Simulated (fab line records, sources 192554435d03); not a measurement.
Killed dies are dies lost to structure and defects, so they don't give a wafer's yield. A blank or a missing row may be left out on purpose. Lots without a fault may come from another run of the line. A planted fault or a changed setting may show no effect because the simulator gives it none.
One fault seen from 3 desks | flow n5_finfet | each desk has only its own numbers; what lay behind them comes last

THE DEFECT DESK
What the inspections along the route counted, lot by lot: means of the sampled wafers that have a number. A lot is out of limits, marked OUT, if its mean lies more than 4 standard deviations from the usual mean; the brackets give that distance.
Columns: A = raw_defect_count at N5_MIM_TOP_LITHO_INSPECT_12, usual 2.1
lot  | first seen here | A
L633 | day 14 18:37    | 3.0
L634 | day 15 09:58    | 2.0
L640 | day 15 14:06    | 1.7
L653 | day 17 16:19    | 3.0
L652 | day 18 12:29    | 1.0
L655 | day 19 18:52    | 2.0
This desk's finding: nothing out of limits on any of the 6 lots.

THE METROLOGY DESK
What the gauges read, lot by lot, whatever tool the lot ran on: means of the sampled wafers that have a number. A lot is out of limits, marked OUT, if its mean lies more than 4 standard deviations from the usual mean; the brackets give that distance.
Columns: A = MIM_TOP_OVL at N5_MIM_TOP_LITHO_OVL_MEAS_11, usual -4 nm
lot  | first seen here | A
L633 | day 14 18:35    | -4
L634 | day 15 09:56    | -10
L640 | day 15 14:04    | -9
L653 | day 17 16:17    | -0
L652 | day 18 12:27    | -5
L655 | day 19 18:51    | -5
This desk's finding: nothing out of limits on any of the 6 lots.

THE TOOL OWNER'S DESK: litho_track-04
The tool's own readings at N5_MIM_BOT_LITHO_DEVELOP_07 (develop time 60 s): means of the sampled wafers that have a number, for each lot that ran on this tool. A lot is out of limits, marked OUT, if its mean lies more than 4 standard deviations from the usual mean; the brackets give that distance.
Columns: A = chill_plate_temp_C at N5_MIM_BOT_LITHO_DEVELOP_07, usual 22.99 C; B = resist_line_temp_C at N5_MIM_BOT_LITHO_DEVELOP_07, usual 22.99 C
lot  | first seen here | A     | B
L652 | day 18 13:10    | 22.97 | 22.98
This desk's finding: nothing out of limits on the one lot.

PUT TOGETHER
The defect desk saw nothing out of limits.
The metrology desk saw nothing out of limits.
The tool owner's desk saw nothing out of limits.

WHAT THE SIMULATOR HAD PUT IN
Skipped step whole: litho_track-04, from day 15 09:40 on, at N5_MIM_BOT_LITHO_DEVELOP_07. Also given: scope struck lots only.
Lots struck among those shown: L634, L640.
